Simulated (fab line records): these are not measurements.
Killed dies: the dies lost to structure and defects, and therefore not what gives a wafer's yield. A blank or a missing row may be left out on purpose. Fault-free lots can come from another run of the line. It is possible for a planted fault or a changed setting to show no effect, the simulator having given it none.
Split-lot study	flow n5 finfet	21 wafers read from 7 lots, route of 1938 steps

## SPLIT DETAILS
At N5_BEOL_M6_EXPOSE_25 (exposes mask V5, target cd 40 nm), the setting dose mj was moved away from the recipe's 45 on 7 of the 21 wafers read, by -5.0% to +7.3%. The other wafers ran this setting at the recipe's value.

## FROM THE SPLIT TO THE READING: what the file shows between them, 2 steps
- N5_BEOL_M6_PEB_26: peb time 60 s
- N5_BEOL_M6_DEVELOP_27: develop time 30 s

## THE READING
cd nm (nm) at N5_BEOL_M6_CD_MEAS_28, where the cd target is 40 nm. Typical for fault-free wafers on this fab line: 40.02 nm, with standard deviation 0.3 nm.

wafer	tool, chamber at the split	dose mj as run	against the recipe	cd nm, nm	against lot-mates on the recipe
L076.3	euv scanner-02, 0	45	recipe	40.32	-
L076.4	euv scanner-02, 0	45	recipe	39.67	-
L076.6	euv scanner-02, 0	45	recipe	39.84	-
L079.1	euv scanner-01, 0	45	recipe	40.02	-
L079.4	euv scanner-01, 0	45	recipe	40.00	-
L079.6	euv scanner-01, 0	45	recipe	40.01	-
L086.1	euv scanner-01, 0	42.85	-4.8%	38.99	-1.14
L086.2	euv scanner-01, 0	42.85	-4.8%	39.32	-0.81
L086.3	euv scanner-01, 0	45	recipe	40.13	-
L091.1	euv scanner-02, 0	44.1	-2.0%	39.33	-0.35
L091.2	euv scanner-02, 0	44.1	-2.0%	39.62	-0.06
L091.4	euv scanner-02, 0	45	recipe	39.68	-
L094.1	euv scanner-02, 0	45	recipe	39.73	-
L094.2	euv scanner-02, 0	45	recipe	39.95	-
L094.6	euv scanner-02, 0	45	recipe	39.56	-
L092.2	euv scanner-02, 0	42.73	-5.0%	39.17	-1.00
L092.4	euv scanner-02, 0	45	recipe	40.27	-
L092.6	euv scanner-02, 0	45	recipe	40.08	-
L096.1	euv scanner-01, 0	48.29	+7.3%	41.45	+1.65
L096.2	euv scanner-01, 0	45	recipe	39.80	-
L096.6	euv scanner-01, 0	48.29	+7.3%	41.82	+2.02

FIT RESULTS
A straight line over all 21 wafers: cd nm changes by +0.205 nm for each +1% of dose mj; r = +0.94; the points scatter about the line by 0.23 nm.
The same after taking each lot's own level away (the mean of its wafers on the recipe; 21 wafers): +0.227 nm for each +1%; r = +0.97; scatter 0.18 nm.
Per that fit: largest dose mj move, reading shift of 1.7 nm.
Measured against the standard deviation above, the lots' own levels, which go from 39.680 to 40.175 nm, span 1.6 times it.
The two slopes agree, so the slope changes little with the lot-to-lot level.
Check: with one of the wafers moved furthest among these (+7.3%) left out of the fit, the line predicts +1.76 nm for it against its lot-mates. It came out at +1.65 nm against them.

## THE WHOLE CHAIN: every reading that the file lists as answering this split, in the file's order
step	what it does	reading	change (the file's fit)	r (the file's)
N5_BEOL_M6_CD_MEAS_28	target cd 40 nm	cd nm	+0.223 nm for each +1% of the setting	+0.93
N5_BEOL_M6_DESCUM_33	chemistry O2, time 7 s	BEOL_M6.cd nm (the simulator's own value, which no gauge read)	+0.204 nm for each +1% of the setting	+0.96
N5_BEOL_M6_ETCH_72	etches underlayer in N2/H2, target depth 6.5 nm, time 5.2 s	BEOL_M6.cd nm (the simulator's own value, which no gauge read)	+0.227 nm for each +1% of the setting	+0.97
N5_BEOL_M6_ETCH_65	etches SiARC in CF4, target depth 15.6 nm, time 26 s	BEOL_M6.cd nm (the simulator's own value, which no gauge read)	+0.222 nm for each +1% of the setting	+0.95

## FILE'S OWN FIT
cd nm changes by +0.223 nm for each +1% of dose mj, r = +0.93.
